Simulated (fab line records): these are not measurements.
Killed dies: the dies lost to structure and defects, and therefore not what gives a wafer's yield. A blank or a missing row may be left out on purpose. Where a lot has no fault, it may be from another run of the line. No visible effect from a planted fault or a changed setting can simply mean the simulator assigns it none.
fab line records | flow nand-harc
record lots=6 wafers=18 last-day=34
route steps=1302 shown P_GATE@170
lots that met no fault: from a run of the same line without faults
start-h: hours from the record's opening day to when the first of the lot's shown wafers began | wait-h: hours from the lot's prior step to this one | " unchanged from the row above | L1.1+2: a row that stands for several wafers | - value missing, or start not given | * or withheld: withheld | < > ~ a bound
route shown NAME@n: names a module that has steps shown in the file, with the first one's number in the route | usual: the fault-free wafers' mean and standard deviation | same: alike in all rows | chamber/n: place in a boat | sites: per-site readings | _std_site: standard deviation of those values | _edge_site: the outer-site mean with the inner-site mean subtracted | radius-mm: for every site, how far away it sits from the centre of the wafer | mask NAME#n: copy n | behind: the tool/chamber that last shaped the wafer | hold: cause of the lot's hold/its duration in hours/its outcome | device: the transistor (n, p or np) that didn't switch | end of line: the same wafers' tests at the end of the route | a step given without rows: its recipe and nothing more | killed: not the wafer's yield, but the dies lost to structure and defects at the first sort | map: dies across one wafer; x = killed, . = not, _ = none there
set.NAME: the run value of the setting; set.NAME@STEP: its run value at that earlier step | model.NAME: the simulator's own value behind a step, which no gauge read
lots seen at some steps along the route; tables by step, rows by wafer
services: when a tool's chamber went out of use (start-h, in hours from the record's first day, below 0 if earlier), for how many hours, and the reason
## steps
# step NHARC_P_GATE_CD_MEAS_46
# recipe target-cd-nm=720 landing-energy-ev=500
# usual cd-nm=721.1/1.6
# columns lot.wafer tool chamber start-h wait-h cd-nm
L221.2 cd-sem-01 0 125.00 - 721.5
L221.3 " 0 " " 721.5
L221.5 " 0 " " 720.1
L231.2 cd-sem-02 0 219.05 - 718.6
L231.3 " 0 " " 718.9
L231.5 " 0 " " 718.7
L234.1 cd-sem-02 0 259.62 - 722.8
L234.2 " 0 " " 718.7
L234.3 " 0 " " 719.6
L235.2 cd-sem-03 0 260.22 - 723.2
L235.3 " 0 " " 720.9
L235.6 " 0 " " 721.9
L242.4 cd-sem-02 0 326.66 - 719.6
L242.5 " 0 " " 720.9
L242.6 " 0 " " 723.0
L243.1 cd-sem-01 0 342.27 - 723.7
L243.2 " 0 " " 722.5
L243.4 " 0 " " 719.9
# step NHARC_P_GATE_HARDBAKE_47
# recipe temp-c=125 time-s=80
# step NHARC_P_GATE_DESCUM_48
# recipe time-s=3 o2-flow-sccm=200 ar-flow-sccm=0 bias-power-w=0 chemistry=O2
# usual drypump-motor-current-A=5.7/0.48 oes-product-au=1.001/0.0085 rf-vpp-V=57.7/0.89 showerhead-plenum-p-Torr=1.91/0.079 throttle-valve-pct=11.310/0.0091
# columns lot.wafer tool chamber start-h wait-h drypump-motor-current-A oes-product-au rf-hours-counter-h rf-vpp-V showerhead-plenum-p-Torr throttle-valve-pct
L221.2 rie-diel-06 1 125.17 - 5.0 0.995 7.9 58.1 1.97 11.320
L221.3 " 3 " " 6.2 0.996 6.4 58.4 1.97 11.310
L221.5 " 1 " " 5.0 0.990 - 57.8 1.97 11.320
L231.3 rie-diel-10 2 219.22 - 6.3 1.003 7.2 56.0 1.90 11.300
L231.2 " 3 " " 6.3 1.009 8.7 57.4 1.80 11.315
L231.5 " 2 " " 6.4 1.007 - 58.5 1.90 11.304
L234.2 rie-diel-02 0 259.78 - 5.0 1.005 1.5 57.2 1.92 11.304
L234.3 " 1 " " 5.8 1.006 2.6 57.4 1.80 11.306
L234.1 " 3 " " 5.3 0.999 3.0 57.7 1.91 11.313
L235.2 rie-diel-10 1 260.41 - 5.2 1.012 0.1 57.7 1.95 11.300
L235.3 " 2 " " 6.4 0.997 0.1 58.1 1.90 11.311
L235.6 " 3 " " 6.4 0.995 - 56.4 1.80 11.321
L242.4 rie-diel-06 0 326.82 - 5.9 1.004 0.5 59.2 1.95 11.315
L242.5 " 3 " " 6.2 1.004 - 58.2 1.97 11.314
L242.6 " 0 " " 5.9 0.998 - 58.4 1.95 11.306
L243.4 rie-diel-02 3 342.43 - 5.3 0.987 8.3 55.8 1.91 11.296
L243.2 " 0 " " 5.0 0.999 6.9 58.7 1.92 11.292
L243.1 " 2 " " 5.9 1.006 7.5 58.7 2.04 11.303
# step NHARC_P_GATE_IMPLANT_49
# recipe energy-kev=30 dose-cm2=3e+15 tilt-deg=7
# step NHARC_P_GATE_STRIP_111
# recipe power-w=1500 temp-c=110 time-s=250 chemistry=N2/H2
# step NHARC_P_GATE_STRIP_75
# recipe power-w=1500 temp-c=250 chemistry=O2
# step NHARC_P_GATE_STRIP_50
# recipe time-s=900 temp-c=130 chemistry=SPM
# step NHARC_P_GATE_DEHYDRATE_51
# recipe temp-c=150 time-s=120
# step NHARC_P_GATE_HMDS_52
# recipe time-s=30
# step NHARC_P_GATE_COAT_53
# recipe spin-rpm=3000
# step NHARC_P_GATE_SOFTBAKE_54
# recipe temp-c=122 time-s=95
# step NHARC_P_GATE_EBR_55
# step NHARC_P_GATE_EXPOSE_56
# recipe na=0.6 target-cd-nm=720 dose-mj=14.81 mask-id=P_PSD
# usual exposure-dose-mJ-cm2=14.810/0.017 focus-offset-nm=0.0/0.51 na=0.6/0
# columns lot.wafer tool chamber start-h wait-h mask exposure-dose-mJ-cm2 focus-offset-nm na
L221.2 krf-scanner-02 0 126.61 - P_PSD#0 14.799 -0.1 0.6
L221.3 " 0 " " P_PSD#0 14.821 -0.9 0.6
L221.5 " 0 " " P_PSD#0 14.809 0.1 0.6
L231.2 krf-scanner-02 0 220.66 - P_PSD#0 14.818 -0.4 0.6
L231.3 " 0 " " P_PSD#0 14.831 -0.3 0.6
L231.5 " 0 " " P_PSD#0 14.820 -0.1 0.6
L234.1 krf-scanner-04 - 261.22 - P_PSD#0 - - -
L234.2 " - " " P_PSD#0 - - -
L234.3 " - " " P_PSD#0 - - -
L235.2 krf-scanner-02 - 261.83 - P_PSD#0 - - -
L235.3 " - " " P_PSD#0 - - -
L235.6 " - " " P_PSD#0 - - -
L242.4 krf-scanner-03 0 328.26 - P_PSD#0 14.814 -0.7 0.6
L242.5 " 0 " " P_PSD#0 14.820 -0.7 0.6
L242.6 " 0 " " P_PSD#0 14.800 -1.4 0.6
L243.1 krf-scanner-04 0 344.06 - P_PSD#0 14.793 0.9 0.6
L243.2 " 0 " " P_PSD#0 14.813 -0.2 0.6
L243.4 " 0 " " P_PSD#0 14.809 0.3 0.6
# step NHARC_P_GATE_PEB_57
# recipe peb-temp-c=118 peb-time-s=85
# step NHARC_P_GATE_DEVELOP_58
# recipe time-s=70
# step NHARC_P_GATE_CD_MEAS_59
# recipe target-cd-nm=720 landing-energy-ev=500
# usual cd-nm=719.6/2
# columns lot.wafer tool chamber start-h wait-h cd-nm
L221.2 cd-sem-02 0 126.76 - 721.2
L221.3 " 0 " " 719.9
L221.5 " 0 " " 721.2
L231.2 cd-sem-02 0 220.82 - 719.8
L231.3 " 0 " " 721.4
L231.5 " 0 " " 720.4
L234.1 cd-sem-03 0 261.37 - -
L234.2 " 0 " " -
L234.3 " 0 " " -
L235.2 cd-sem-02 0 261.98 - -
L235.3 " 0 " " -
L235.6 " 0 " " -
L242.4 cd-sem-02 0 328.41 - 715.1
L242.5 " 0 " " 718.5
L242.6 " 0 " " 717.1
L243.1 cd-sem-01 0 344.22 - 718.1
L243.2 " 0 " " 716.1
L243.4 " 0 " " 716.5
# step NHARC_P_GATE_HARDBAKE_60
# recipe temp-c=125 time-s=80
# step NHARC_P_GATE_DESCUM_61
# recipe time-s=3 o2-flow-sccm=200 ar-flow-sccm=0 bias-power-w=0 chemistry=O2
# usual drypump-motor-current-A=5.7/0.49 oes-product-au=1.000/0.009 rf-vpp-V=57.8/0.96 showerhead-plenum-p-Torr=1.91/0.079 throttle-valve-pct=11.311/0.0096
# columns lot.wafer tool chamber start-h wait-h drypump-motor-current-A oes-product-au rf-hours-counter-h rf-vpp-V showerhead-plenum-p-Torr throttle-valve-pct
L221.2 rie-diel-02 1 126.94 - 5.8 1.001 7 58.6 1.81 11.314
L221.3 " 2 " " 6.0 0.987 7 57.4 2.04 11.298
L221.5 " 3 " " 5.3 0.997 - 58.1 1.91 11.313
L231.3 rie-diel-06 3 221.01 - 6.2 1.011 3 60.0 1.97 11.288
L231.2 " 0 " " 5.9 0.993 3 58.6 1.95 11.309
L231.5 " 2 " " 5.2 0.988 - 56.1 1.78 11.300
L234.2 rie-diel-10 3 261.53 - 6.4 1.009 0 56.7 1.80 11.311
L234.1 " 0 " " 5.7 1.002 0 56.9 1.84 11.304
L234.3 " 2 " " 6.4 0.998 0 57.9 1.90 11.313
L235.3 rie-diel-06 1 262.14 - 5.0 0.997 5 57.3 1.97 11.301
L235.2 " 2 " " 5.2 0.984 6 56.1 1.78 11.296
L235.6 " 2 " " 5.2 0.989 - 56.4 1.78 11.303
L242.4 rie-diel-02 3 328.60 - 5.3 0.987 8 55.8 1.91 11.311
L242.6 " 0 " " 5.0 0.998 - 57.3 1.92 11.310
L242.5 " 1 " " 5.9 0.998 - 57.5 1.80 11.320
L243.1 rie-diel-02 2 344.39 - 6.0 1.013 8 58.9 2.04 11.308
L243.4 " 3 " " 5.3 0.993 8 58.9 1.91 11.291
L243.2 " 0 " " 5.0 0.999 7 56.7 1.92 11.304
# step NHARC_P_GATE_IMPLANT_62
# recipe energy-kev=20 dose-cm2=3e+15 tilt-deg=7
# step NHARC_P_GATE_STRIP_112
# recipe power-w=1500 temp-c=110 time-s=200 chemistry=N2/H2
# usual drypump-motor-current-A=5.7/0.34 heater-power-w=88.5/2.5
# columns lot.wafer tool chamber start-h wait-h drypump-motor-current-A heater-power-w rf-hours-counter-h
L221.2 plasma-asher-01 1 127.44 0.3 5.2 91.9 26
L221.3 " 0 " " 5.8 83.6 -
L221.5 " 1 " " 5.2 90.0 -
L231.2 plasma-asher-01 1 221.40 0.2 5.2 88.0 10
L231.3 " 1 " " 5.2 82.4 -
L231.5 " 0 " " 5.8 85.6 -
L234.1 plasma-asher-02 0 261.90 0.2 5.4 92.8 1
L234.2 " 1 " " 6.1 92.0 1
L234.3 " 1 " " 6.1 91.8 -
L235.2 plasma-asher-02 0 262.51 0.2 5.4 90.6 2
L235.3 " 0 " " 5.4 91.2 -
L235.6 " 0 " " 5.4 90.6 -
L242.4 plasma-asher-02 1 329.02 0.2 6.1 93.5 -
L242.6 " 1 " " 6.1 91.2 -
L242.5 " 0 " " 5.4 89.0 -
L243.1 plasma-asher-02 1 344.75 0.2 6.1 92.0 19
L243.2 " 0 " " 5.4 89.9 19
L243.4 " 0 " " 5.4 89.0 -
# step NHARC_P_GATE_STRIP_76
# recipe power-w=1500 temp-c=250 chemistry=O2
# step NHARC_P_GATE_STRIP_63
# recipe time-s=900 temp-c=130 chemistry=SPM
# step NHARC_P_GATE_DEHYDRATE_83
# recipe temp-c=150 time-s=120
# step NHARC_P_GATE_HMDS_84
# recipe time-s=30
# step NHARC_P_GATE_COAT_85
# recipe spin-rpm=3000
# step NHARC_P_GATE_SOFTBAKE_86
# recipe temp-c=122 time-s=95
# step NHARC_P_GATE_EBR_87
# step NHARC_P_GATE_EXPOSE_88
# recipe na=0.6 target-cd-nm=2000 dose-mj=11.87 mask-id=P_HVN
# step NHARC_P_GATE_PEB_89
# recipe peb-temp-c=118 peb-time-s=85
# step NHARC_P_GATE_DEVELOP_90
# recipe time-s=70
# step NHARC_P_GATE_CD_MEAS_91
# recipe target-cd-nm=2000 landing-energy-ev=500
# usual cd-nm=1998.9/1.6
# columns lot.wafer tool chamber start-h wait-h cd-nm
L221.2 cd-sem-02 0 128.67 - 1999.8
L221.3 " 0 " " 2000.9
L221.5 " 0 " " 2001.1
L231.2 cd-sem-03 0 222.42 - 1996.1
L231.3 " 0 " " 1998.9
L231.5 " 0 " " 1999.6
L234.1 cd-sem-02 0 263.08 - 1998.2
L234.2 " 0 " " 1999.1
L234.3 " 0 " " 1998.5
L235.2 cd-sem-02 0 263.69 - 1999.5
L235.3 " 0 " " 1998.6
L235.6 " 0 " " 2000.2
L242.4 cd-sem-01 0 330.00 - 1999.6
L242.5 " 0 " " 1998.5
L242.6 " 0 " " 1999.6
L243.1 cd-sem-02 0 345.93 - 2001.0
L243.2 " 0 " " 1997.7
L243.4 " 0 " " 1998.0
# step NHARC_P_GATE_HARDBAKE_92
# recipe temp-c=125 time-s=80
# step NHARC_P_GATE_DESCUM_93
# recipe time-s=3 o2-flow-sccm=200 ar-flow-sccm=0 bias-power-w=0 chemistry=O2
# step NHARC_P_GATE_IMPLANT_94
# recipe energy-kev=60 dose-cm2=2e+15 tilt-deg=7
# step NHARC_P_GATE_STRIP_113
# recipe power-w=1500 temp-c=110 time-s=740 chemistry=N2/H2
# usual drypump-motor-current-A=5.7/0.34 heater-power-w=88.4/2.3
# columns lot.wafer tool chamber start-h wait-h drypump-motor-current-A heater-power-w rf-hours-counter-h
L221.2 plasma-asher-02 0 129.61 0.6 5.4 88.1 10
L221.3 " 0 " " 5.4 89.5 -
L221.5 " 0 " " 5.4 87.1 -
L231.2 plasma-asher-02 1 222.94 0.2 6.1 90.4 31
L231.3 " 0 " " 5.4 86.0 -
L231.5 " 0 " " 5.5 90.6 -
L234.1 plasma-asher-02 0 263.61 0.2 5.4 92.7 2
L234.2 " 1 " " 6.1 91.1 2
L234.3 " 0 " " 5.4 91.5 -
L235.2 plasma-asher-02 0 264.37 0.3 5.4 92.0 3
L235.3 " 1 " " 6.1 89.3 -
L235.6 " 1 " " 6.1 93.5 -
L242.4 plasma-asher-01 1 330.75 0.3 5.2 86.3 -
L242.6 " 1 " " 5.2 87.3 -
L242.5 " 0 " " 5.8 87.2 -
L243.2 plasma-asher-02 1 346.46 0.2 6.1 91.8 19
L243.1 " 0 " " 5.4 88.4 19
L243.4 " 0 " " 5.4 89.4 -
# step NHARC_P_GATE_STRIP_95
# recipe power-w=1500 temp-c=250 chemistry=O2
# step NHARC_P_GATE_STRIP_96
# recipe time-s=900 temp-c=130 chemistry=SPM
# step NHARC_P_GATE_RTA_64
# recipe temp-c=1050 time-s=1
# step NHARC_P_GATE_ETCH_77
# recipe target-depth-a=60 chemistry=dHF material=SiO2
# step NHARC_P_GATE_DEGAS_109
# recipe temp-c=300 time-s=60
# usual heater-power-w=447/54
# columns lot.wafer tool chamber start-h wait-h heater-power-w
L221.3 pvd-sputter-03 - 131.08 0.1 452
L221.2 " - " " 424
L221.5 " - " " 427
L231.2 pvd-sputter-03 - 224.52 0.1 452
L231.3 " - " " 332
L231.5 " - " " 431
L234.3 pvd-sputter-01 - 265.18 0.1 541
L234.1 " - " " 489
L234.2 " - " " 428
L235.3 pvd-sputter-01 - 265.95 0.1 434
L235.2 " - " " 432
L235.6 " - " " 484
L242.4 pvd-sputter-02 - 332.09 0.1 494
L242.6 " - " " 498
L242.5 " - " " 410
L243.2 pvd-sputter-02 - 348.03 0.1 511
L243.1 " - " " 404
L243.4 " - " " 410
# step NHARC_P_GATE_PRE_CLEAN_110
# recipe time-s=30 bias-v=200 gas=Ar
# step NHARC_P_GATE_SPUTTER_78
# recipe target-thk-a=100 material=Ni
## services
# columns tool chamber start-h hours kind
krf-scanner-02 - 102.56 0.9 repair
pvd-sputter-02 - 104.00 10.0 pm
rie-diel-02 0 109.07 7.3 repair
plasma-asher-02 - 115.98 1.5 repair
rie-diel-06 - 130.20 9.0 pm
plasma-asher-01 - 156.52 0.3 repair
plasma-asher-01 - 159.12 3.5 repair
rie-diel-10 2 159.56 16.5 repair
plasma-asher-01 - 165.00 9.0 pm
rie-diel-10 1 170.50 2.6 repair
plasma-asher-02 - 173.71 7.3 repair
rie-diel-06 3 182.51 5.0 repair
rie-diel-02 1 190.69 22.9 repair
rie-diel-06 2 192.54 2.5 repair
rie-diel-02 0 192.58 42.1 repair
rie-diel-02 - 216.85 9.0 pm
krf-scanner-02 - 226.81 1.2 repair
rie-diel-10 - 232.16 0.1 repair
rie-diel-10 - 242.50 9.0 pm
plasma-asher-02 - 249.00 9.0 pm
krf-scanner-02 - 266.00 4.0 pm
rie-diel-06 - 307.20 9.0 pm
krf-scanner-02 - 321.65 0.4 repair
plasma-asher-01 - 342.00 9.0 pm
## key
first-sign step=NHARC_P_GATE_EXPOSE_56 reading=tool-record direction=missing
effect none on later readings
met-at NHARC_P_GATE_EXPOSE_56
struck-wafers L234.1,L234.2,L234.3,L235.2,L235.3,L235.6
scrapped-behind NHARC_P_CONTACT_INSPECT_14 L234.1,L234.2,L234.3,L235.2,L235.3,L235.6
onset-between 220.66 261.22
fault kind=skipped-step-whole tool=krf-scanner-02,krf-scanner-04 chamber=- onset-h=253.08 steps=NHARC_P_GATE_EXPOSE_56 scope=struck-lots-only
